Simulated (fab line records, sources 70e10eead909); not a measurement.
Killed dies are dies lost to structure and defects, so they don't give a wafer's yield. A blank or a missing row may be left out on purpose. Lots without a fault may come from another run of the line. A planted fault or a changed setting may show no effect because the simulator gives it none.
Which tool did it? | flow nand_harc | 23 lots, 69 wafers sampled, at 6 steps of a route of 1159

WHAT THE GAUGES READ, wafer by wafer
NHARC_A_M0_OVL_MEAS_10: pitch 160 nm. Usual: overlay_x_nm 0.2 nm, standard deviation 0.75; overlay_y_nm 0.1 nm, standard deviation 0.81.
lot  | measured     | on         | overlay_x_nm (nm) | overlay_y_nm (nm) | flag
L075 | day 17 19:51 | overlay-02 | -0.2 0.5 0.8      | 0.4 -0.1 0.2      |
L074 | day 17 20:53 | overlay-02 | 1.0 1.6 2.1       | 1.2 0.9 0.5       |
L076 | day 17 21:48 | overlay-02 | 0.1 0.2 0.0       | 1.2 0.5 1.2       |
L079 | day 18 02:35 | overlay-01 | 1.2 0.6 0.8       | 0.6 0.3 0.4       |
L077 | day 18 12:39 | overlay-01 | 0.4 0.5 0.0       | 1.0 0.9 1.3       |
L080 | day 18 21:16 | overlay-02 | 0.7 0.6 0.7       | 0.1 -0.6 -0.2     |
L082 | day 18 22:07 | overlay-02 | 0.2 0.0 -0.1      | -1.0 -1.3 -1.1    |
L081 | day 19 10:58 | overlay-01 | 0.2 0.2 0.2       | 1.1 1.2 1.7       |
L083 | day 19 17:53 | overlay-01 | 0.9 0.5 0.8       | 0.5 0.2 1.3       |
L084 | day 19 18:46 | overlay-01 | 1.8 1.1 0.9       | -0.2 -0.4 -0.5    |
L085 | day 20 09:32 | overlay-01 | 0.4 0.6 0.3       | 0.2 -0.1 -0.7     |
L088 | day 20 09:58 | overlay-01 | 0.5 0.5 0.0       | -0.7 -1.0 -0.8    |
L087 | day 20 10:18 | overlay-01 | -0.1 -0.4 -0.3    | 1.2 0.8 0.5       |
L086 | day 20 17:35 | overlay-01 | 0.4 -0.6 -0.4     | -0.8 -0.1 -0.7    |
L089 | day 20 20:38 | overlay-01 | -0.1 -0.1 -0.3    | 1.3 1.2 1.2       |
L090 | day 21 16:45 | overlay-02 | -0.2 0.8 -0.1     | -0.2 0.5 0.6      |
L091 | day 22 00:40 | overlay-02 | -1.0 -0.8 -0.8    | 0.0 -0.3 -0.8     |
L094 | day 22 01:17 | overlay-01 | 0.9 0.7 0.5       | -1.0 -0.7 -0.9    |
L093 | day 22 01:42 | overlay-01 | 1.2 0.8 1.1       | 0.6 0.7 0.6       |
L092 | day 22 08:46 | overlay-02 | -0.1 -0.3 -0.7    | -0.7 -0.2 -0.5    |
L095 | day 22 21:02 | overlay-02 | -0.2 -0.3 -1.0    | -0.3 -0.2 0.0     |
L097 | day 23 05:27 | overlay-02 | -1.0 0.3 0.0      | 0.2 1.1 1.3       |
L096 | day 23 07:39 | overlay-01 | 0.1 0.2 -0.1      | -0.2 -0.7 -0.2    |

NHARC_A_M0_INSPECT_11. Usual: raw_defect_count 26, standard deviation 10.
lot  | measured     | on                | raw_defect_count | flag
L075 | day 17 19:53 | defect_inspect-01 | 26 35 30         |
L074 | day 17 20:56 | defect_inspect-01 | 29 24 19         |
L076 | day 17 21:50 | defect_inspect-02 | 7 9 11           |
L079 | day 18 02:37 | defect_inspect-01 | 18 9 11          |
L077 | day 18 12:41 | defect_inspect-02 | 24 26 24         |
L080 | day 18 21:18 | defect_inspect-02 | 30 38 25         |
L082 | day 18 22:09 | defect_inspect-01 | 27 21 25         |
L081 | day 19 10:59 | defect_inspect-01 | 47 32 41         |
L083 | day 19 17:55 | defect_inspect-01 | 28 40 32         |
L084 | day 19 18:48 | defect_inspect-02 | 33 31 32         |
L085 | day 20 09:34 | defect_inspect-01 | 27 27 30         |
L088 | day 20 10:01 | defect_inspect-02 | 34 52 31         |
L087 | day 20 10:20 | defect_inspect-02 | 32 25 31         |
L086 | day 20 17:37 | defect_inspect-02 | 9 10 13          |
L089 | day 20 20:41 | defect_inspect-02 | 11 11 11         |
L090 | day 21 16:47 | defect_inspect-01 | 38 38 37         |
L091 | day 22 00:43 | defect_inspect-01 | 28 33 34         |
L094 | day 22 01:19 | defect_inspect-02 | 34 44 45         |
L093 | day 22 01:44 | defect_inspect-01 | 31 34 28         |
L092 | day 22 08:47 | defect_inspect-01 | 35 37 35         |
L095 | day 22 21:04 | defect_inspect-02 | 24 21 20         |
L097 | day 23 05:29 | defect_inspect-02 | 14 23 18         |
L096 | day 23 07:41 | defect_inspect-02 | 16 12 12         |

WHICH TOOL RAN EACH LOT (tool, then ch and the chambers of the sampled wafers, then the start)
lot  | NHARC_A_CONTACT_ETCH_139             | NHARC_A_CONTACT_ETCH_98                       | NHARC_A_CONTACT_STRIP_26                      | NHARC_A_BLC_STRIP_29
L075 | har_cap_etch-01 ch 0,1, day 17 03:57 | rie_diel-11 ch 0,2,3, day 17 16:47 or earlier | rie_diel-11 ch 1,2,3, day 17 16:47 or earlier | rie_diel-13 ch 0,1,3, day 17 16:47
L074 | har_cap_etch-02 ch 0,1, day 17 04:17 | rie_diel-06 ch 0,3, day 17 17:45 or earlier   | rie_diel-06 ch 0,1,3, day 17 17:45 or earlier | rie_diel-04 ch 0,1,2, day 17 17:45
L076 | har_cap_etch-01 ch 0,1, day 17 06:21 | rie_diel-11 ch 0,1, day 17 06:55              | rie_diel-11 ch 0,1, day 17 18:27 or earlier   | rie_diel-13 ch 0,1,3, day 17 18:27
L079 | har_cap_etch-02 ch 0,1, day 17 17:25 | rie_diel-11 ch 0,3, day 17 22:18 or earlier   | rie_diel-11 ch 1,3, day 17 22:18 or earlier   | rie_diel-13 ch 2,3, day 17 22:18
L077 | har_cap_etch-02 ch 0,1, day 18 02:26 | rie_diel-11 ch 1,2, day 18 07:19 or earlier   | rie_diel-11 ch 0,3, day 18 07:19 or earlier   | rie_diel-13 ch 0,3, day 18 07:19
L080 | har_cap_etch-01 ch 0,1, day 18 13:21 | rie_diel-11 ch 0,2, day 18 18:10 or earlier   | rie_diel-11 ch 0,1,2, day 18 18:10 or earlier | rie_diel-07 ch 0,2,3, day 18 18:10
L082 | har_cap_etch-02 ch 0,1, day 18 14:37 | rie_diel-11 ch 1,3, day 18 19:20 or earlier   | rie_diel-11 ch 1,2,3, day 18 19:20 or earlier | rie_diel-04 ch 0,3, day 18 19:20
L081 | har_cap_etch-03 ch 1, day 18 21:34   | rie_diel-11 ch 0,2, day 19 07:15 or earlier   | rie_diel-11 ch 0,1,3, day 19 07:15 or earlier | rie_diel-07 ch 0,2,3, day 19 07:15
L083 | har_cap_etch-02 ch 0,1, day 19 09:49 | rie_diel-06 ch 0,1,2, day 19 10:23            | rie_diel-05 ch 0,1,2, day 19 14:52 or earlier | rie_diel-07 ch 0,1, day 19 14:52
L084 | har_cap_etch-01 ch 0,1, day 19 11:09 | rie_diel-11 ch 0,1, day 19 15:53 or earlier   | rie_diel-11 ch 1,3, day 19 15:53 or earlier   | rie_diel-13 ch 1,2,3, day 19 15:53
L085 | har_cap_etch-01 ch 0,1, day 19 19:22 | rie_diel-11 ch 0,1,3, day 20 04:08 or earlier | rie_diel-11 ch 0,1, day 20 04:08 or earlier   | rie_diel-04 ch 0,3, day 20 04:08
L088 | har_cap_etch-03 ch 0,1, day 19 22:07 | rie_diel-06 ch 0,2, day 19 22:39              | rie_diel-06 ch 1,2, day 20 04:57 or earlier   | rie_diel-07 ch 1,2,3, day 20 04:57
L087 | har_cap_etch-03 ch 0,1, day 20 00:29 | rie_diel-11 ch 0,1,3, day 20 05:31 or earlier | rie_diel-11 ch 0,1,3, day 20 05:31 or earlier | rie_diel-07 ch 0,2,3, day 20 05:31
L086 | har_cap_etch-01 ch 0,1, day 20 09:32 | rie_diel-06 ch 0,1, day 20 10:11              | rie_diel-05 ch 0,2,3, day 20 14:48 or earlier | rie_diel-07 ch 2,3, day 20 14:48
L089 | har_cap_etch-01 ch 0,1, day 20 12:25 | rie_diel-11 ch 1,2, day 20 17:21 or earlier   | rie_diel-11 ch 1,3, day 20 17:21 or earlier   | rie_diel-13 ch 1,2, day 20 17:21
L090 | har_cap_etch-02 ch 0,1, day 21 00:38 | rie_diel-06 ch 0,1,3, day 21 07:47 or earlier | rie_diel-05 ch 1,3, day 21 07:47 or earlier   | rie_diel-13 ch 2,3, day 21 07:47
L091 | har_cap_etch-01 ch 0,1, day 21 07:10 | rie_diel-11 ch 0,1,3, day 21 18:10 or earlier | rie_diel-11 ch 0,1,3, day 21 18:10 or earlier | rie_diel-13 ch 0,2,3, day 21 18:10
L094 | har_cap_etch-03 ch 0,1, day 21 11:52 | rie_diel-11 ch 1,2,3, day 21 19:01 or earlier | rie_diel-11 ch 1,2, day 21 19:01 or earlier   | rie_diel-07 ch 0,1,2, day 21 19:01
L093 | har_cap_etch-01 ch 0,1, day 21 14:47 | rie_diel-11 ch 1,2,3, day 21 19:43 or earlier | rie_diel-06 ch 0,1,3, day 21 19:43 or earlier | rie_diel-07 ch 0,1, day 21 19:43
L092 | har_cap_etch-03 ch 0,1, day 22 00:50 | rie_diel-06 ch 0,1,3, day 22 05:52 or earlier | rie_diel-11 ch 0,1,2, day 22 05:52 or earlier | rie_diel-13 ch 0,2,3, day 22 05:52
L095 | har_cap_etch-03 ch 0,1, day 22 06:22 | rie_diel-11 ch 0,1,3, day 22 11:46 or earlier | rie_diel-05 ch 0,1,2, day 22 11:46 or earlier | rie_diel-07 ch 0,3, day 22 11:46
L097 | har_cap_etch-03 ch 0,1, day 22 19:36 | rie_diel-11 ch 0,1,3, day 23 00:45 or earlier | rie_diel-11 ch 0,2, day 23 00:45 or earlier   | rie_diel-13 ch 0,1, day 23 00:45
L096 | har_cap_etch-02 ch 0,1, day 22 20:07 | rie_diel-11 ch 1,3, day 23 01:12 or earlier   | rie_diel-05 ch 1,2,3, day 23 01:12 or earlier | rie_diel-13 ch 0,3, day 23 01:12
- NHARC_A_CONTACT_ETCH_139: etches the open film in C4F8/O2/Ar, time 137 s, target depth 590 nm.
- NHARC_A_CONTACT_ETCH_98: etches the open film in C4F6/O2, target depth 20 nm, time 10 s.
- NHARC_A_CONTACT_STRIP_26: strips in O2.
- NHARC_A_BLC_STRIP_29: strips in CF4.

WHAT THE TOOLS THEMSELVES READ (means of the sampled wafers that have a number; where no wafer has one, the mark that the record gives instead)
NHARC_A_CONTACT_ETCH_98. Usual: bias_w 500.0 W, standard deviation 1.5; c4f6_flow_sccm 25.00 sccm, standard deviation 0.071; drypump_motor_current_A 5.5 A, standard deviation 0.33; mfc_ar_sccm 499.8 sccm, standard deviation 1.5; oes_product_au 0.961 a.u., standard deviation 0.02; rf_vpp_V 544 V, standard deviation 3.1; showerhead_plenum_p_Torr 3.81 Torr, standard deviation 0.15; throttle_valve_pct 26.903 %, standard deviation 0.0079.
lot  | tool        | bias_w (W) | c4f6_flow_sccm (sccm) | drypump_motor_current_A (A) | mfc_ar_sccm (sccm) | oes_product_au (a.u.) | rf_vpp_V (V) | showerhead_plenum_p_Torr (Torr) | throttle_valve_pct (%) | flag
L075 | rie_diel-11 | 499.7      | 25.02                 | 5.3                         | 500.4              | 0.955                 | 544          | 3.75                            | 26.901                 |
L074 | rie_diel-06 | 499.0      | 24.89                 | 5.6                         | 500.2              | 0.930                 | 548          | 3.94                            | 26.907                 |
L076 | rie_diel-11 | 500.0      | 25.03                 | 5.7                         | 499.0              | 0.963                 | 543          | 3.71                            | 26.900                 |
L079 | rie_diel-11 | 500.7      | 24.97                 | 5.5                         | 500.6              | 0.958                 | 542          | 3.68                            | 26.905                 |
L077 | rie_diel-11 | 499.9      | 25.04                 | 5.4                         | 500.5              | 0.952                 | 545          | 3.85                            | 26.902                 |
L080 | rie_diel-11 | 500.1      | 24.97                 | 5.5                         | 500.0              | 0.945                 | 544          | 3.72                            | 26.899                 |
L082 | rie_diel-11 | 500.4      | 25.04                 | 5.6                         | 498.2              | 0.950                 | 544          | 3.79                            | 26.896                 |
L081 | rie_diel-11 | 498.0      | 25.00                 | 5.5                         | 500.6              | 0.946                 | 543          | 3.72                            | 26.897                 |
L083 | rie_diel-06 | 500.8      | 24.94                 | 5.8                         | 501.5              | 0.986                 | 547          | 3.96                            | 26.906                 |
L084 | rie_diel-11 | 500.7      | 24.95                 | 5.7                         | 500.0              | 0.960                 | 544          | 3.76                            | 26.899                 |
L085 | rie_diel-11 | 499.7      | 25.00                 | 5.5                         | 501.2              | 0.959                 | 543          | 3.73                            | 26.898                 |
L088 | rie_diel-06 | 501.0      | 24.97                 | 5.9                         | 498.2              | 0.950                 | 546          | 3.90                            | 26.904                 |
L087 | rie_diel-11 | 498.7      | 24.91                 | 5.5                         | 501.0              | 0.946                 | 543          | 3.73                            | 26.911                 |
L086 | rie_diel-06 | 500.9      | 25.02                 | 5.9                         | 499.1              | 0.979                 | 548          | 4.00                            | 26.903                 |
L089 | rie_diel-11 | 501.1      | 24.94                 | 5.4                         | 499.2              | 0.962                 | 545          | 3.84                            | 26.910                 |
L090 | rie_diel-06 | 500.0      | 25.07                 | 5.8                         | 501.3              | 0.937                 | 549          | 4.06                            | 26.904                 |
L091 | rie_diel-11 | 497.6      | 25.05                 | 5.5                         | 498.8              | 0.947                 | 542          | 3.72                            | 26.906                 |
L094 | rie_diel-11 | 499.4      | 25.00                 | 5.4                         | 500.8              | 0.938                 | 544          | 3.79                            | 26.896                 |
L093 | rie_diel-11 | 500.0      | 25.04                 | 5.4                         | 500.6              | 1.001                 | 544          | 3.79                            | 26.906                 |
L092 | rie_diel-06 | 499.6      | 24.97                 | 5.8                         | 499.4              | 0.940                 | 548          | 4.05                            | 26.902                 |
L095 | rie_diel-11 | 500.7      | 25.03                 | 5.5                         | 499.2              | 0.998                 | 543          | 3.72                            | 26.904                 |
L097 | rie_diel-11 | 500.4      | 25.05                 | 5.5                         | 499.4              | 0.961                 | 543          | 3.72                            | 26.895                 |
L096 | rie_diel-11 | 501.2      | 25.02                 | 5.3                         | 501.7              | 0.952                 | 542          | 3.75                            | 26.907                 |

NHARC_A_CONTACT_STRIP_26. Usual: drypump_motor_current_A 5.51 A, standard deviation 0.28; mfc_ar_sccm 0.013 sccm, standard deviation 0.013; oes_product_au 1.003 a.u., standard deviation 0.011; rf_vpp_V 57.6 V, standard deviation 1; showerhead_plenum_p_Torr 3.43 Torr, standard deviation 0.14; throttle_valve_pct 17.037 %, standard deviation 0.0093.
lot  | tool        | drypump_motor_current_A (A) | mfc_ar_sccm (sccm) | oes_product_au (a.u.) | rf_vpp_V (V) | showerhead_plenum_p_Torr (Torr) | throttle_valve_pct (%) | flag
L075 | rie_diel-11 | 5.38                        | 0.007              | 1.009                 | 58.1         | 3.42                            | 17.034                 |
L074 | rie_diel-06 | 5.77                        | 0.001              | 1.001                 | 57.9         | 3.49                            | 17.040                 |
L076 | rie_diel-11 | 5.68                        | 0.027              | 1.009                 | 58.4         | 3.33                            | 17.035                 |
L079 | rie_diel-11 | 5.35                        | 0.009              | 1.003                 | 57.2         | 3.38                            | 17.037                 |
L077 | rie_diel-11 | 5.31                        | 0.021              | 1.011                 | 56.8         | 3.33                            | 17.038                 |
L080 | rie_diel-11 | 5.53                        | 0.016              | 1.007                 | 57.8         | 3.39                            | 17.048                 |
L082 | rie_diel-11 | 5.38                        | 0.007              | 0.998                 | 57.1         | 3.42                            | 17.035                 |
L081 | rie_diel-11 | 5.52                        | 0.018              | 1.005                 | 56.9         | 3.35                            | 17.040                 |
L083 | rie_diel-05 | 5.60                        | 0.006              | 0.996                 | 58.1         | 3.49                            | 17.033                 |
L084 | rie_diel-11 | 5.35                        | 0.009              | 0.999                 | 57.9         | 3.38                            | 17.036                 |
L085 | rie_diel-11 | 5.67                        | 0.027              | 1.006                 | 56.6         | 3.32                            | 17.032                 |
L088 | rie_diel-06 | 6.07                        | 0.001              | 0.996                 | 57.0         | 3.41                            | 17.029                 |
L087 | rie_diel-11 | 5.52                        | 0.018              | 0.995                 | 56.8         | 3.35                            | 17.042                 |
L086 | rie_diel-05 | 5.57                        | 0.016              | 1.017                 | 57.5         | 3.58                            | 17.049                 |
L089 | rie_diel-11 | 5.57                        | 0.007              | 0.999                 | 57.6         | 3.40                            | 17.044                 |
L090 | rie_diel-05 | 5.44                        | 0.014              | 0.998                 | 59.4         | 3.55                            | 17.034                 |
L091 | rie_diel-11 | 5.53                        | 0.018              | 0.999                 | 58.3         | 3.35                            | 17.047                 |
L094 | rie_diel-11 | 5.41                        | 0.005              | 1.002                 | 57.3         | 3.45                            | 17.033                 |
L093 | rie_diel-06 | 5.74                        | 0.001              | 0.995                 | 57.9         | 3.65                            | 17.036                 |
L092 | rie_diel-11 | 5.54                        | 0.016              | 1.012                 | 57.2         | 3.38                            | 17.033                 |
L095 | rie_diel-05 | 5.61                        | 0.006              | 0.999                 | 57.3         | 3.47                            | 17.028                 |
L097 | rie_diel-11 | 5.34                        | 0.017              | 1.005                 | 57.1         | 3.40                            | 17.035                 |
L096 | rie_diel-05 | 5.54                        | 0.012              | 1.006                 | 58.5         | 3.61                            | 17.026                 |

NHARC_A_BLC_STRIP_29. Usual: cf4_flow_sccm 149.9 sccm, standard deviation 0.44; drypump_motor_current_A 5.7 A, standard deviation 0.35; mfc_ar_sccm 0.004 sccm, standard deviation 0.0077; oes_product_au 0.999 a.u., standard deviation 0.014; rf_vpp_V 59.5 V, standard deviation 0.87; showerhead_plenum_p_Torr 1.81 Torr, standard deviation 0.058; throttle_valve_pct 13.285 %, standard deviation 0.0094.
lot  | tool        | cf4_flow_sccm (sccm) | drypump_motor_current_A (A) | mfc_ar_sccm (sccm) | oes_product_au (a.u.) | rf_vpp_V (V) | showerhead_plenum_p_Torr (Torr) | throttle_valve_pct (%) | flag
L075 | rie_diel-13 | 150.2                | 6.0                         | 0.002              | 1.009                 | 60.2         | 1.86                            | 13.277                 |
L074 | rie_diel-04 | 149.8                | 5.8                         | 0.004              | 0.998                 | 60.1         | 1.77                            | 13.280                 |
L076 | rie_diel-13 | 150.0                | 6.0                         | 0.002              | 1.004                 | 59.7         | 1.86                            | 13.279                 |
L079 | rie_diel-13 | 149.4                | 5.8                         | 0.002              | 0.990                 | 60.2         | 1.87                            | 13.288                 |
L077 | rie_diel-13 | 150.0                | 6.2                         | 0.004              | 1.001                 | 60.2         | 1.87                            | 13.289                 |
L080 | rie_diel-07 | 149.9                | 5.4                         | 0.008              | 0.988                 | 58.9         | 1.78                            | 13.284                 |
L082 | rie_diel-04 | 150.1                | 5.7                         | 0.009              | 1.003                 | 59.4         | 1.70                            | 13.289                 |
L081 | rie_diel-07 | 149.8                | 5.4                         | 0.008              | 1.004                 | 59.4         | 1.78                            | 13.279                 |
L083 | rie_diel-07 | 149.7                | 5.4                         | 0.010              | 1.001                 | 59.0         | 1.73                            | 13.281                 |
L084 | rie_diel-13 | 150.5                | 5.9                         | 0.002              | 1.003                 | 60.0         | 1.86                            | 13.288                 |
L085 | rie_diel-04 | 150.5                | 5.7                         | 0.009              | 1.004                 | 58.9         | 1.69                            | 13.286                 |
L088 | rie_diel-07 | 150.3                | 5.3                         | 0.001              | 1.002                 | 58.8         | 1.76                            | 13.280                 |
L087 | rie_diel-07 | 149.8                | 5.4                         | 0.008              | 1.000                 | 59.9         | 1.78                            | 13.284                 |
L086 | rie_diel-07 | 149.5                | 5.3                         | 0.000              | 0.994                 | 59.7         | 1.78                            | 13.288                 |
L089 | rie_diel-13 | 149.8                | 5.6                         | 0.000              | 1.012                 | 59.9         | 1.85                            | 13.288                 |
L090 | rie_diel-13 | 149.9                | 6.1                         | 0.004              | 0.998                 | 59.5         | 1.87                            | 13.284                 |
L091 | rie_diel-13 | 150.0                | 6.0                         | 0.002              | 0.996                 | 60.3         | 1.86                            | 13.284                 |
L094 | rie_diel-07 | 150.0                | 5.4                         | 0.009              | 0.994                 | 59.2         | 1.76                            | 13.280                 |
L093 | rie_diel-07 | 149.8                | 5.4                         | 0.018              | 0.985                 | 59.1         | 1.75                            | 13.295                 |
L092 | rie_diel-13 | 149.7                | 6.0                         | 0.002              | 0.983                 | 59.7         | 1.86                            | 13.286                 |
L095 | rie_diel-07 | 149.9                | 5.4                         | 0.008              | 1.007                 | 59.0         | 1.76                            | 13.293                 |
L097 | rie_diel-13 | 149.9                | 5.9                         | 0.000              | 1.001                 | 60.0         | 1.84                            | 13.286                 |
L096 | rie_diel-13 | 149.9                | 6.2                         | 0.004              | 0.994                 | 59.3         | 1.86                            | 13.287                 |

THE ANSWER, worked out from the rows above alone
Rule: a lot is off if the mean of its wafers that have a number lies more than 3 standard deviations from the usual mean. A lot without any number at a reading at which 4 lots or more have one is off too. The other lots that the step has rows for count as sound. The gauges are gone through in route order, then the tools' own readings, and for those a lot's mean is taken as printed above. The first step at which some lot is off is used, and at that step the reading that is off furthest; a lot without a number counts as furthest.
No lot is off at any reading shown: from this, nothing can be told.

WHAT THE SIMULATOR HAD PUT IN
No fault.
